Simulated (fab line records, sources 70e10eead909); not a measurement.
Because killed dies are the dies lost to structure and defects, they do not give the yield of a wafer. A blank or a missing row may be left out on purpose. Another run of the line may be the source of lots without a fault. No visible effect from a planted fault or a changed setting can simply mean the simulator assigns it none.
fab line records	flow nand-harc
[record] lots = 24	wafers = 72	last-day = 34
route steps=1302 shown P_GATE@131 P_CONTACT@232 P_M0@267
lots that met no fault: from a run of the same line without faults
start-h: hours from the record's opening day to when the first of the lot's shown wafers began	wait-h: how many hours have passed since the lot's step before this one	" identical to the entry in the row above	L1.1+2: a row that stands for several wafers	- either no value or no given start	* or withheld: withheld	< > ~ a bound
route shown NAME@n: NAME is a module with steps in the file, n the number in the route of the first one	usual: mean/standard deviation taken from wafers without a fault	same: alike in all rows	chamber/n: place in a boat	sites: per-site readings	_std_site: the standard deviation of these	_edge_site: outer sites' mean less inner sites'	radius-mm: for every site, how far away it sits from the centre of the wafer	mask NAME#n: copy n	behind: the tool/chamber that last shaped the wafer	hold: what put the lot on hold/how long, in hours/how the hold closed	device: the n, p or np transistor that did not switch	end of line: at the end of the route, the tests of the same wafers	a step without rows: its recipe alone	killed: not the wafer's yield, but the dies lost to structure and defects at the first sort	map: the dies of a wafer, with x for killed, . for not killed, _ for no die there
set.NAME: setting as actually run; set.NAME@STEP: the setting as run at that earlier step	model.NAME: the simulator's own value behind a step, which no gauge read
steps of the route over a sample of lots; a table a step, a row a wafer
services: from which hour (start-h, from the record's first day; less than 0 if before it) a tool's chamber was out of use, for how many hours, and why
[[steps]]
[step NHARC_P_GATE_HM_DEP_102]
[recipe] target-thk-a = 1200	temp-c = 400	material = aC
[usual] throttle-valve-pct = 34.999/0.0087
lot.wafer	tool	chamber	start-h	wait-h	throttle-valve-pct
L074.1	acl-dep-01	0	110.61	3.9	34.982
L074.3	"	0	"	"	34.995
L074.4	"	0	"	"	35.011
L075.1	acl-dep-01	0	111.26	4.5	35.013
L075.2	"	0	"	"	35.003
L075.4	"	0	"	"	35.003
L077.1	acl-dep-01	0	127.80	6.3	34.986
L077.3	"	0	"	"	35.003
L077.4	"	0	"	"	35.002
L076.1	acl-dep-02	0	128.10	6.6	34.998
L076.2	"	0	"	"	34.987
L076.6	"	0	"	"	34.999
L078.2	acl-dep-03	0	139.60	0.5	35.000
L078.3	"	0	"	"	35.015
L078.5	"	0	"	"	35.016
L079.3	acl-dep-03	0	153.94	4.1	34.985
L079.4	"	0	"	"	35.000
L079.6	"	0	"	"	34.993
L080.4	acl-dep-01	0	157.82	1.4	34.988
L080.5	"	0	"	"	35.009
L080.6	"	0	"	"	34.999
L081.1	acl-dep-01	0	164.27	2.0	34.997
L081.2	"	0	"	"	35.000
L081.5	"	0	"	"	34.990
L082.2	acl-dep-03	0	177.65	1.3	35.004
L082.3	"	0	"	"	35.007
L082.5	"	0	"	"	34.994
L083.1	acl-dep-01	0	182.23	0.4	35.008
L083.3	"	0	"	"	34.994
L083.5	"	0	"	"	34.986
L084.2	acl-dep-02	0	201.15	9.5	35.006
L084.3	"	0	"	"	34.997
L084.6	"	0	"	"	34.997
L085.2	acl-dep-03	0	204.74	2.9	34.999
L085.3	"	0	"	"	34.990
L085.6	"	0	"	"	34.995
L086.1	acl-dep-01	0	214.87	1.8	35.006
L086.5	"	0	"	"	35.000
L086.6	"	0	"	"	34.996
L087.1	acl-dep-01	0	223.76	0.9	34.992
L087.2	"	0	"	"	35.002
L087.5	"	0	"	"	34.994
L088.1	acl-dep-03	0	240.13	0.4	34.995
L088.2	"	0	"	"	35.008
L088.4	"	0	"	"	34.994
L089.3	acl-dep-03	0	247.29	3.1	34.995
L089.4	"	0	"	"	35.003
L089.5	"	0	"	"	34.989
L090.2	acl-dep-02	0	263.30	4.1	35.015
L090.3	"	0	"	"	34.995
L090.5	"	0	"	"	34.995
L091.3	acl-dep-03	0	271.94	6.2	34.995
L091.5	"	0	"	"	35.003
L091.6	"	0	"	"	34.997
L092.2	acl-dep-03	0	277.88	3.8	34.990
L092.4	"	0	"	"	34.995
L092.5	"	0	"	"	34.999
L093.2	acl-dep-03	0	286.07	5.4	35.001
L093.4	"	0	"	"	34.994
L093.6	"	0	"	"	34.996
L094.3	acl-dep-03	0	292.32	0.6	34.995
L094.4	"	0	"	"	34.995
L094.5	"	0	"	"	35.000
L095.1	acl-dep-02	0	303.20	1.9	34.994
L095.2	"	0	"	"	34.981
L095.5	"	0	"	"	35.002
L096.1	acl-dep-02	0	316.97	0.4	35.007
L096.3	"	0	"	"	35.006
L096.5	"	0	"	"	35.018
L097.2	acl-dep-02	0	332.09	5.1	35.010
L097.3	"	0	"	"	35.012
L097.6	"	0	"	"	35.001
[step NHARC_P_GATE_CD_MEAS_26]
[recipe] target-cd-nm = 120	landing-energy-ev = 500
[usual] cd-nm = 120.4/0.51
lot.wafer	tool	chamber	start-h	wait-h	cd-nm
L074.1	cd-sem-01	0	111.83	-	120.5
L074.3	"	0	"	"	120.7
L074.4	"	0	"	"	120.3
L075.1	cd-sem-01	0	112.69	-	121.2
L075.2	"	0	"	"	121.2
L075.4	"	0	"	"	120.4
L077.1	cd-sem-03	0	129.16	-	120.8
L077.3	"	0	"	"	120.9
L077.4	"	0	"	"	120.9
L076.1	cd-sem-02	0	129.44	-	120.7
L076.2	"	0	"	"	121.1
L076.6	"	0	"	"	120.6
L078.2	cd-sem-02	0	140.78	-	120.7
L078.3	"	0	"	"	121.4
L078.5	"	0	"	"	120.8
L079.3	cd-sem-02	0	155.08	-	120.2
L079.4	"	0	"	"	119.8
L079.6	"	0	"	"	120.4
L080.4	cd-sem-01	0	158.86	-	120.2
L080.5	"	0	"	"	120.3
L080.6	"	0	"	"	120.4
L081.1	cd-sem-01	0	165.60	-	120.1
L081.2	"	0	"	"	120.3
L081.5	"	0	"	"	120.5
L082.2	cd-sem-01	0	178.76	-	120.5
L082.3	"	0	"	"	120.2
L082.5	"	0	"	"	119.7
L083.1	cd-sem-02	0	183.59	-	120.8
L083.3	"	0	"	"	120.6
L083.5	"	0	"	"	121.2
L084.2	cd-sem-03	0	202.41	-	120.7
L084.3	"	0	"	"	120.7
L084.6	"	0	"	"	120.9
L085.2	cd-sem-02	0	205.98	-	121.1
L085.3	"	0	"	"	120.9
L085.6	"	0	"	"	121.0
L086.1	cd-sem-01	0	216.09	-	120.0
L086.5	"	0	"	"	120.7
L086.6	"	0	"	"	120.7
L087.1	cd-sem-02	0	225.09	-	120.1
L087.2	"	0	"	"	120.2
L087.5	"	0	"	"	119.6
L088.1	cd-sem-01	0	241.47	-	119.9
L088.2	"	0	"	"	119.8
L088.4	"	0	"	"	119.5
L089.3	cd-sem-03	0	248.42	-	120.9
L089.4	"	0	"	"	120.9
L089.5	"	0	"	"	120.8
L090.2	cd-sem-03	0	264.53	-	120.7
L090.3	"	0	"	"	120.9
L090.5	"	0	"	"	120.7
L091.3	cd-sem-02	0	272.96	-	120.9
L091.5	"	0	"	"	120.6
L091.6	"	0	"	"	121.0
L092.2	cd-sem-02	0	279.00	-	120.4
L092.4	"	0	"	"	119.8
L092.5	"	0	"	"	120.7
L093.2	cd-sem-03	0	287.31	-	119.2
L093.4	"	0	"	"	120.3
L093.6	"	0	"	"	120.2
L094.3	cd-sem-01	0	293.32	-	120.5
L094.4	"	0	"	"	120.2
L094.5	"	0	"	"	120.8
L095.1	cd-sem-03	0	304.96	-	119.8
L095.2	"	0	"	"	119.8
L095.5	"	0	"	"	119.6
L096.1	cd-sem-03	0	318.31	-	120.1
L096.3	"	0	"	"	120.1
L096.5	"	0	"	"	120.6
L097.2	cd-sem-03	0	333.35	-	119.9
L097.3	"	0	"	"	120.4
L097.6	"	0	"	"	120.6
[step NHARC_P_GATE_ETCH_114]
[recipe] target-depth-a = 300	overetch-a = 30	time-s = 16.5	ion-energy-ev = 100	cf4-flow-sccm = 80	o2-flow-sccm = 20	ar-flow-sccm = 0	rf-w = 300	bias-w = 100	chemistry = CF4/O2
[usual] drypump-motor-current-A = 5.7/0.54	oes_o_777_au = 1.000/0.0046	oes-product-au = 1.001/0.0071	rf-vpp-V = 198.1/1.4	showerhead-plenum-p-Torr = 1.35/0.055	throttle-valve-pct = 13.398/0.0085
[same] time-s = 16.5
lot.wafer	tool	chamber	start-h	wait-h	drypump-motor-current-A	oes_o_777_au	oes-product-au	rf-hours-counter-h	rf-vpp-V	showerhead-plenum-p-Torr	throttle-valve-pct
L074.3	rie-diel-08	3	-	-	5.4	1.000	1.003	2.7	196.8	1.36	13.383
L074.1	"	1	"	"	5.2	1.000	1.001	3.2	200.3	1.42	13.395
L074.4	"	2	"	"	5.5	0.990	0.997	3.0	195.5	1.26	13.402
L075.4	rie-diel-11	2	-	-	5.8	0.997	1.011	0.3	195.7	1.30	13.400
L075.2	"	0	"	"	5.2	1.004	1.000	0.3	198.7	1.36	13.406
L075.1	"	1	"	"	6.7	1.007	0.997	0.4	198.2	1.33	13.394
L077.4	rie-diel-11	3	-	-	6.5	1.004	1.010	0.9	198.7	1.37	13.394
L077.3	"	1	"	"	6.7	1.004	1.004	1.5	197.3	1.33	13.398
L077.1	"	2	"	"	5.8	1.003	1.010	1.4	196.6	1.30	13.414
L076.1	rie-diel-08	1	-	-	5.2	1.003	0.991	5.2	199.8	1.42	13.398
L076.2	"	2	"	"	5.5	1.000	1.005	4.9	197.6	1.26	13.404
L076.6	"	0	"	"	6.0	0.999	0.994	-	196.9	1.25	13.400
L078.3	rie-diel-11	0	-	-	5.2	1.000	1.009	1.6	197.7	1.36	13.395
L078.2	"	1	"	"	6.7	1.010	1.002	2.3	197.6	1.33	13.408
L078.5	"	3	"	"	6.5	1.001	1.013	-	197.8	1.37	13.407
L079.3	rie-diel-08	3	-	-	5.4	0.999	0.989	5.1	196.9	1.36	13.391
L079.4	"	0	"	"	6.0	1.001	0.995	5.8	198.2	1.25	13.400
L079.6	"	1	"	"	5.2	1.001	1.011	-	199.6	1.42	13.388
L080.4	rie-diel-09	2	-	-	4.8	0.997	0.993	0.1	198.5	1.41	13.397
L080.5	"	0	"	"	5.5	1.001	0.998	-	199.3	1.37	13.413
L080.6	"	1	"	"	5.2	1.010	0.999	-	198.8	1.43	13.402
L081.1	rie-diel-11	2	-	-	5.8	1.004	1.006	4.1	195.5	1.30	13.389
L081.2	"	3	"	"	6.5	1.003	1.022	3.8	199.7	1.37	13.397
L081.5	"	2	"	"	5.8	0.998	1.001	-	197.6	1.30	13.390
L082.2	rie-diel-11	1	-	-	6.7	0.999	1.011	4.5	197.7	1.33	13.409
L082.3	"	0	"	"	5.2	1.005	1.002	4.2	197.7	1.36	13.387
L082.5	"	1	"	"	6.7	0.998	1.013	-	197.9	1.33	13.392
L083.3	rie-diel-11	0	-	-	5.2	1.004	1.005	4.3	198.5	1.36	13.415
L083.1	"	1	"	"	6.7	1.005	0.998	4.6	197.7	1.33	13.395
L083.5	"	1	"	"	6.6	0.992	1.004	-	198.0	1.33	13.408
L084.3	rie-diel-11	0	-	-	5.2	1.005	0.997	5.5	197.4	1.36	13.397
L084.2	"	1	"	"	6.6	1.002	1.006	5.8	198.8	1.33	13.393
L084.6	"	0	"	"	5.2	1.001	1.000	-	199.2	1.36	13.390
L085.3	rie-diel-08	2	-	-	5.5	0.999	0.991	1.5	194.0	1.26	13.397
L085.2	"	0	"	"	6.0	1.003	0.997	1.4	195.7	1.25	13.392
L085.6	"	3	"	"	5.4	0.995	1.015	-	198.4	1.36	13.395
L086.1	rie-diel-11	3	-	-	6.5	1.002	1.000	5.6	198.8	1.37	13.401
L086.6	"	1	"	"	6.6	1.001	1.004	-	197.0	1.33	13.397
L086.5	"	2	"	"	5.8	1.004	1.003	-	197.6	1.30	13.395
L087.1	rie-diel-08	0	-	-	6.0	0.994	1.001	2.0	196.3	1.25	13.401
L087.2	"	2	"	"	5.5	0.998	1.002	2.5	196.4	1.26	13.394
L087.5	"	0	"	"	6.0	1.000	0.996	-	194.7	1.25	13.410
L088.1	rie-diel-09	0	-	-	5.5	0.999	1.003	3.7	199.4	1.37	13.407
L088.4	"	1	"	"	5.2	1.002	1.004	3.5	201.0	1.43	13.380
L088.2	"	3	"	"	5.9	1.009	1.007	3.7	199.0	1.39	13.392
L089.4	rie-diel-11	2	-	-	5.8	1.000	1.000	8.3	197.8	1.30	13.409
L089.3	"	3	"	"	6.5	0.994	1.001	8.4	198.9	1.37	13.385
L089.5	"	1	"	"	6.7	1.003	0.993	-	197.3	1.33	13.397
L090.2	rie-diel-11	2	-	-	5.8	1.002	1.002	0.1	198.0	1.30	13.411
L090.3	"	3	"	"	6.5	0.997	0.995	0.0	198.8	1.37	13.394
L090.5	"	2	"	"	5.8	0.997	1.002	-	198.3	1.30	13.400
L091.3	rie-diel-09	3	-	-	5.8	0.997	0.992	4.2	198.6	1.39	13.394
L091.5	"	1	"	"	5.2	1.003	0.997	-	199.3	1.43	13.388
L091.6	"	2	"	"	4.8	0.998	0.995	-	198.6	1.40	13.397
L092.2	rie-diel-09	1	-	-	5.2	0.996	0.998	4.2	199.8	1.43	13.403
L092.4	"	1	"	"	5.2	0.997	1.000	-	199.6	1.43	13.397
L092.5	"	2	"	"	4.8	1.004	0.994	-	198.4	1.41	13.403
L093.2	rie-diel-08	2	-	-	5.5	1.004	0.999	7.1	196.6	1.26	13.394
L093.4	"	3	"	"	5.4	0.999	0.995	6.9	198.1	1.35	13.403
L093.6	"	3	"	"	5.4	1.005	0.998	-	199.3	1.35	13.400
L094.4	rie-diel-09	2	-	-	4.8	0.997	0.994	5.9	198.8	1.40	13.391
L094.3	"	3	"	"	5.8	0.997	1.003	4.3	197.9	1.39	13.407
L094.5	"	1	"	"	5.2	0.993	1.002	-	199.5	1.43	13.394
L095.1	rie-diel-08	1	-	-	5.2	1.006	0.997	6.9	201.0	1.42	13.407
L095.2	"	2	"	"	5.5	0.997	1.003	8.2	196.6	1.26	13.396
L095.5	"	1	"	"	5.2	1.007	0.995	-	200.2	1.42	13.386
L096.1	rie-diel-09	2	-	-	4.8	1.000	0.988	6.4	198.2	1.40	13.405
L096.3	"	0	"	"	5.5	0.999	1.003	6.6	198.6	1.37	13.392
L096.5	"	1	"	"	5.2	1.001	1.003	-	200.3	1.43	13.404
L097.3	rie-diel-08	3	-	-	5.4	1.002	0.997	9.2	197.9	1.35	13.395
L097.2	"	1	"	"	5.2	1.009	0.998	7.8	199.4	1.42	13.397
L097.6	"	3	"	"	5.4	1.000	0.992	-	197.7	1.35	13.378
[step NHARC_P_GATE_RTA_82]
[recipe] temp-c = 450	time-s = 30
[usual] lamp-power-pct = 4.013/0.011	lamp_zone_6_pct = 3.981/0.011	wafer_temp_C_max = 452.7/0.58
[same] time-s = 30
lot.wafer	tool	chamber	start-h	wait-h	lamp-power-pct	lamp_zone_6_pct	wafer_temp_C_max
L075.1	rtp-anneal-01	0	130.84	-	4.029	3.987	453.4
L075.2	"	0	"	"	4.026	3.997	452.8
L075.4	"	0	"	"	4.024	3.990	452.8
L074.1	rtp-anneal-02	0	132.13	-	4.001	3.970	452.0
L074.3	"	0	"	"	3.998	3.967	452.0
L074.4	"	0	"	"	4.000	3.972	451.9
L077.1	rtp-anneal-01	0	147.55	-	4.022	3.992	454.0
L077.3	"	0	"	"	4.031	3.989	452.1
L077.4	"	0	"	"	4.025	3.996	453.0
L076.1	rtp-anneal-02	0	147.95	-	4.007	3.973	453.5
L076.2	"	0	"	"	4.002	3.978	452.3
L076.6	"	0	"	"	4.003	3.970	452.5
L078.2	rtp-anneal-02	0	161.19	-	4.006	3.973	453.6
L078.3	"	0	"	"	4.007	3.968	452.4
L078.5	"	0	"	"	4.006	3.970	452.4
L079.3	rtp-anneal-01	0	175.85	-	4.028	3.991	452.2
L079.4	"	0	"	"	4.027	3.999	452.6
L079.6	"	0	"	"	4.028	4.001	452.4
L080.4	rtp-anneal-02	0	177.25	-	4.001	3.975	452.8
L080.5	"	0	"	"	4.009	3.980	453.9
L080.6	"	0	"	"	4.006	3.972	451.3
L081.1	rtp-anneal-02	0	183.73	-	4.009	3.979	452.4
L081.2	"	0	"	"	4.005	3.971	452.3
L081.5	"	0	"	"	4.009	3.972	452.0
L082.2	rtp-anneal-01	0	197.11	-	4.025	3.994	453.3
L082.3	"	0	"	"	4.027	3.995	453.3
L082.5	"	0	"	"	4.026	3.993	452.6
L083.1	rtp-anneal-01	0	201.85	-	4.028	3.993	453.6
L083.3	"	0	"	"	4.021	3.991	452.4
L083.5	"	0	"	"	4.028	3.989	453.1
L084.2	rtp-anneal-01	0	220.77	-	4.028	3.993	452.9
L084.3	"	0	"	"	4.029	3.998	453.0
L084.6	"	0	"	"	4.025	3.998	453.6
L085.2	rtp-anneal-01	0	226.35	-	4.029	3.990	452.1
L085.3	"	0	"	"	4.022	3.992	452.2
L085.6	"	0	"	"	4.025	3.992	453.2
L086.1	rtp-anneal-02	0	234.38	-	4.007	3.973	452.9
L086.5	"	0	"	"	4.005	3.968	453.1
L086.6	"	0	"	"	4.007	3.976	453.4
L087.1	rtp-anneal-02	0	243.47	-	4.007	3.971	451.9
L087.2	"	0	"	"	4.005	3.973	453.6
L087.5	"	0	"	"	4.001	3.967	453.9
L088.1	rtp-anneal-02	0	260.55	-	4.013	3.975	452.6
L088.2	"	0	"	"	3.998	3.970	453.3
L088.4	"	0	"	"	4.002	3.968	453.8
L089.3	rtp-anneal-02	0	266.50	-	4.008	3.974	453.2
L089.4	"	0	"	"	4.007	3.981	452.3
L089.5	"	0	"	"	4.003	3.976	452.0
L090.2	rtp-anneal-02	0	282.90	-	4.004	3.974	453.0
L090.3	"	0	"	"	4.007	3.977	452.5
L090.5	"	0	"	"	4.003	3.975	453.0
L091.3	rtp-anneal-02	0	291.18	-	4.001	3.970	452.7
L091.5	"	0	"	"	4.001	3.961	453.1
L091.6	"	0	"	"	4.003	3.975	452.5
L092.2	rtp-anneal-02	0	297.22	-	4.006	3.975	453.0
L092.4	"	0	"	"	4.004	3.969	453.0
L092.5	"	0	"	"	3.999	3.969	452.5
L093.2	rtp-anneal-02	0	305.88	-	4.009	3.975	452.8
L093.4	"	0	"	"	4.000	3.966	451.7
L093.6	"	0	"	"	4.008	3.973	453.3
L094.3	rtp-anneal-01	0	311.56	-	4.024	3.987	453.2
L094.4	"	0	"	"	4.022	3.997	453.7
L094.5	"	0	"	"	4.021	3.998	453.0
L095.1	rtp-anneal-01	0	323.22	-	4.016	3.990	452.7
L095.2	"	0	"	"	4.020	3.992	452.3
L095.5	"	0	"	"	4.020	3.996	452.5
L096.1	rtp-anneal-02	0	336.57	-	4.003	3.963	452.0
L096.3	"	0	"	"	4.005	3.974	453.1
L096.5	"	0	"	"	4.001	3.976	452.4
L097.2	rtp-anneal-01	0	351.95	-	4.024	3.996	451.7
L097.3	"	0	"	"	4.020	3.989	452.8
L097.6	"	0	"	"	4.023	3.997	452.3
[step NHARC_P_CONTACT_CD_MEAS_12]
[recipe] target-cd-nm = 90	landing-energy-ev = 500
[usual] cd-nm = 90.0/0.49
lot.wafer	tool	chamber	start-h	wait-h	cd-nm
L075.1	cd-sem-02	0	132.64	-	89.4
L075.2	"	0	"	"	89.7
L075.4	"	0	"	"	89.7
L074.1	cd-sem-01	0	133.81	-	89.8
L074.3	"	0	"	"	90.0
L074.4	"	0	"	"	90.3
L077.1	cd-sem-02	0	149.36	-	89.7
L077.3	"	0	"	"	89.7
L077.4	"	0	"	"	90.2
L076.1	cd-sem-01	0	149.85	-	90.3
L076.2	"	0	"	"	89.8
L076.6	"	0	"	"	90.2
L078.2	cd-sem-01	0	162.97	-	90.1
L078.3	"	0	"	"	89.7
L078.5	"	0	"	"	89.5
L079.3	cd-sem-02	0	177.47	-	89.6
L079.4	"	0	"	"	89.8
L079.6	"	0	"	"	89.7
L080.4	cd-sem-02	0	178.98	-	89.6
L080.5	"	0	"	"	90.1
L080.6	"	0	"	"	89.7
L081.1	cd-sem-01	0	185.53	-	89.8
L081.2	"	0	"	"	90.1
L081.5	"	0	"	"	90.0
L082.2	cd-sem-02	0	199.01	-	90.1
L082.3	"	0	"	"	89.3
L082.5	"	0	"	"	89.7
L083.1	cd-sem-02	0	203.53	-	90.1
L083.3	"	0	"	"	90.9
L083.5	"	0	"	"	90.2
L084.2	cd-sem-01	0	222.43	-	90.0
L084.3	"	0	"	"	90.5
L084.6	"	0	"	"	89.9
L085.2	cd-sem-01	0	227.99	-	90.6
L085.3	"	0	"	"	90.8
L085.6	"	0	"	"	90.6
L086.1	cd-sem-03	0	236.07	-	90.8
L086.5	"	0	"	"	90.2
L086.6	"	0	"	"	90.6
L087.1	cd-sem-01	0	245.49	-	90.4
L087.2	"	0	"	"	90.4
L087.5	"	0	"	"	90.1
L088.1	cd-sem-03	0	262.36	-	89.8
L088.2	"	0	"	"	89.9
L088.4	"	0	"	"	89.3
L089.3	cd-sem-03	0	268.25	-	89.0
L089.4	"	0	"	"	90.0
L089.5	"	0	"	"	89.4
L090.2	cd-sem-03	0	284.68	-	88.7
L090.3	"	0	"	"	89.2
L090.5	"	0	"	"	88.6
L091.3	cd-sem-01	0	292.83	-	90.5
L091.5	"	0	"	"	90.4
L091.6	"	0	"	"	91.0
L092.2	cd-sem-01	0	299.00	-	90.4
L092.4	"	0	"	"	91.3
L092.5	"	0	"	"	91.1
L093.2	cd-sem-03	0	307.65	-	90.7
L093.4	"	0	"	"	90.6
L093.6	"	0	"	"	90.5
L094.3	cd-sem-03	0	313.33	-	89.5
L094.4	"	0	"	"	89.4
L094.5	"	0	"	"	89.7
L095.1	cd-sem-02	0	325.02	-	89.4
L095.2	"	0	"	"	90.3
L095.5	"	0	"	"	90.1
L096.1	cd-sem-02	0	338.39	-	90.1
L096.3	"	0	"	"	90.8
L096.5	"	0	"	"	90.9
L097.2	cd-sem-02	0	353.75	-	89.7
L097.3	"	0	"	"	89.5
L097.6	"	0	"	"	90.0
[step NHARC_P_M0_ETCH_34]
[recipe] target-depth-a = 400	overetch-a = 120	time-s = 43.94	ion-energy-ev = 200	n2-flow-sccm = 150	h2-flow-sccm = 150	ar-flow-sccm = 0	rf-w = 400	bias-w = 150	chemistry = N2/H2
[usual] drypump-motor-current-A = 5.7/0.54	oes-product-au = 1.003/0.0072	rf-vpp-V = 429.8/2.5	showerhead-plenum-p-Torr = 2.02/0.088	throttle-valve-pct = 14.172/0.01
[same] time-s = 43.94
lot.wafer	tool	chamber	start-h	wait-h	drypump-motor-current-A	oes-product-au	rf-hours-counter-h	rf-vpp-V	showerhead-plenum-p-Torr	throttle-valve-pct
L075.4	rie-diel-02	1	137.07	0.1	5.8	0.989	15	433.9	2.14	14.150
L075.2	"	3	"	"	5.8	0.998	10	430.0	2.03	14.152
L075.1	"	0	"	"	4.8	1.003	18	428.8	1.99	14.190
L074.3	rie-diel-02	1	138.24	0.1	5.8	1.008	15	433.9	2.14	14.165
L074.1	"	2	"	"	6.3	1.009	16	428.3	1.93	14.177
L074.4	"	0	"	"	4.8	1.008	18	429.6	1.99	14.189
L077.3	rie-diel-06	3	154.96	0.1	5.5	0.994	4	427.0	1.93	14.179
L077.4	"	0	"	"	5.8	0.994	5	428.9	1.99	14.167
L077.1	"	1	"	"	6.5	0.996	5	429.5	2.00	14.171
L076.1	rie-diel-06	0	155.00	0.1	5.8	0.988	5	429.0	1.99	14.171
L076.2	"	1	"	"	6.4	0.993	5	429.5	2.00	14.179
L076.6	"	0	"	"	5.8	0.991	-	428.6	1.99	14.172
L078.2	rie-diel-02	0	167.69	0.1	4.8	1.005	23	427.9	1.98	14.178
L078.3	"	3	"	"	5.8	1.005	16	429.6	2.03	14.185
L078.5	"	0	"	"	4.8	1.014	-	428.5	1.98	14.176
L079.3	rie-diel-02	1	181.94	0.1	5.8	1.006	23	433.1	2.14	14.162
L079.6	"	1	"	"	5.8	0.998	-	431.5	2.14	14.169
L079.4	"	0	"	"	4.8	1.008	-	428.1	1.98	14.180
L080.4	rie-diel-06	1	183.41	0.1	6.4	1.001	18	428.9	1.99	14.184
L080.5	"	1	"	"	6.5	1.008	-	430.6	1.99	14.158
L080.6	"	2	"	"	5.8	1.015	-	432.6	2.11	14.167
L081.2	rie-diel-06	2	189.84	0.1	5.8	1.015	14	432.0	2.11	14.173
L081.1	"	3	"	"	5.5	0.996	16	426.5	1.93	14.151
L081.5	"	2	"	"	5.8	1.012	-	432.4	2.11	14.180
L082.2	rie-diel-06	1	203.46	0.1	6.4	0.993	21	429.9	1.99	14.162
L082.3	"	0	"	"	5.8	0.994	17	429.2	1.99	14.177
L082.5	"	1	"	"	6.4	0.989	-	428.9	1.99	14.176
L083.3	rie-diel-02	1	208.01	0.1	5.8	0.994	25	433.2	2.14	14.186
L083.1	"	0	"	"	4.8	1.000	30	427.5	1.98	14.170
L083.5	"	1	"	"	5.8	0.994	-	433.1	2.14	14.170
L084.2	rie-diel-02	3	226.81	0.1	5.9	0.997	0	430.5	2.03	14.191
L084.3	"	2	"	"	6.3	1.001	0	427.4	1.93	14.178
L084.6	"	0	"	"	4.8	0.996	-	428.3	1.98	14.171
L085.2	rie-diel-06	1	232.59	0.1	6.5	0.999	28	429.8	1.99	14.176
L085.3	"	0	"	"	5.8	0.999	24	427.6	1.99	14.167
L085.6	"	2	"	"	5.8	1.010	-	430.6	2.10	14.183
L086.1	rie-diel-02	1	240.53	0.1	5.8	0.996	2	432.6	2.14	14.175
L086.6	"	1	"	"	5.8	1.008	-	432.9	2.14	14.157
L086.5	"	2	"	"	6.3	0.998	-	425.8	1.93	14.178
L087.2	rie-diel-05	1	249.99	0.1	5.0	1.014	5	433.9	2.22	14.172
L087.1	"	2	"	"	6.4	1.005	5	426.5	1.91	14.162
L087.5	"	1	"	"	5.0	1.000	-	435.2	2.22	14.173
L088.1	rie-diel-06	0	267.15	0.1	5.8	1.004	35	429.7	1.98	14.181
L088.2	"	2	"	"	5.8	1.005	38	431.5	2.10	14.181
L088.4	"	3	"	"	5.5	1.011	38	425.7	1.92	14.167
L089.3	rie-diel-02	2	272.87	0.1	6.3	1.002	10	428.5	1.92	14.177
L089.4	"	3	"	"	5.9	1.012	12	430.3	2.02	14.188
L089.5	"	0	"	"	4.8	1.008	-	429.8	1.98	14.151
L090.3	rie-diel-02	0	289.40	0.1	4.8	1.009	13	428.6	1.98	14.160
L090.2	"	1	"	"	5.8	1.008	11	434.7	2.13	14.164
L090.5	"	3	"	"	5.8	1.002	-	429.8	2.02	14.174
L091.3	rie-diel-02	3	297.44	0.1	5.9	0.998	15	432.0	2.02	14.190
L091.5	"	0	"	"	4.8	1.008	-	427.4	1.98	14.180
L091.6	"	1	"	"	5.8	1.015	-	433.6	2.13	14.184
L092.2	rie-diel-02	2	303.46	0.1	6.3	0.997	14	425.6	1.92	14.172
L092.5	"	2	"	"	6.3	0.988	-	426.2	1.92	14.175
L092.4	"	0	"	"	4.8	1.009	-	428.6	1.97	14.155
L093.4	rie-diel-02	0	312.31	0.1	4.8	0.999	17	428.4	1.98	14.173
L093.2	"	2	"	"	6.3	1.002	15	426.5	1.92	14.160
L093.6	"	0	"	"	4.8	1.002	-	429.5	1.97	14.171
L094.3	rie-diel-02	2	317.95	0.2	6.3	1.006	17	426.8	1.92	14.186
L094.4	"	3	"	"	5.8	1.005	19	430.1	2.02	14.157
L094.5	"	1	"	"	5.8	0.996	-	433.8	2.13	14.158
L095.1	rie-diel-02	1	329.49	0.1	5.8	1.009	20	433.1	2.13	14.168
L095.2	"	3	"	"	5.8	1.005	22	429.4	2.02	14.176
L095.5	"	1	"	"	5.8	0.998	-	432.6	2.13	14.187
L096.3	rie-diel-05	3	343.46	0.1	6.4	1.019	36	426.8	1.91	14.191
L096.1	"	0	"	"	5.4	1.014	37	426.3	1.89	14.172
L096.5	"	2	"	"	6.4	1.004	-	426.3	1.90	14.188
L097.2	rie-diel-05	2	358.20	0.1	6.4	1.006	34	425.4	1.90	14.194
L097.3	"	0	"	"	5.4	1.012	41	426.3	1.89	14.176
L097.6	"	1	"	"	4.9	1.004	-	434.6	2.20	14.187
[[services]]
tool	chamber	start-h	hours	kind
rie-diel-02	1	101.34	1.6	repair
acl-dep-03	-	117.72	13.0	pm
rie-diel-06	-	130.20	9.0	pm
rie-diel-08	0	146.46	8.0	repair
rie-diel-06	2	166.95	4.0	repair
rie-diel-02	2	170.19	17.8	repair
rie-diel-06	0	172.12	6.9	repair
acl-dep-01	-	185.63	13.0	pm
rie-diel-11	3	189.06	3.3	repair
rie-diel-08	-	190.80	9.0	pm
rie-diel-02	2	207.88	16.2	repair
rie-diel-02	-	217.17	9.0	pm
rie-diel-02	0	244.00	3.0	repair
rie-diel-02	-	253.17	1.6	repair
rie-diel-11	-	255.50	9.0	pm
acl-dep-03	-	260.82	7.1	repair
rie-diel-08	-	261.46	0.5	repair
rie-diel-11	3	266.48	2.5	repair
rie-diel-06	-	273.33	0.4	repair
rie-diel-11	0	295.06	4.9	repair
rie-diel-02	3	301.21	6.2	repair
acl-dep-03	-	303.01	13.0	pm
rie-diel-06	-	307.25	9.0	pm
rie-diel-11	-	331.32	0.4	repair
[[key]]
fault none
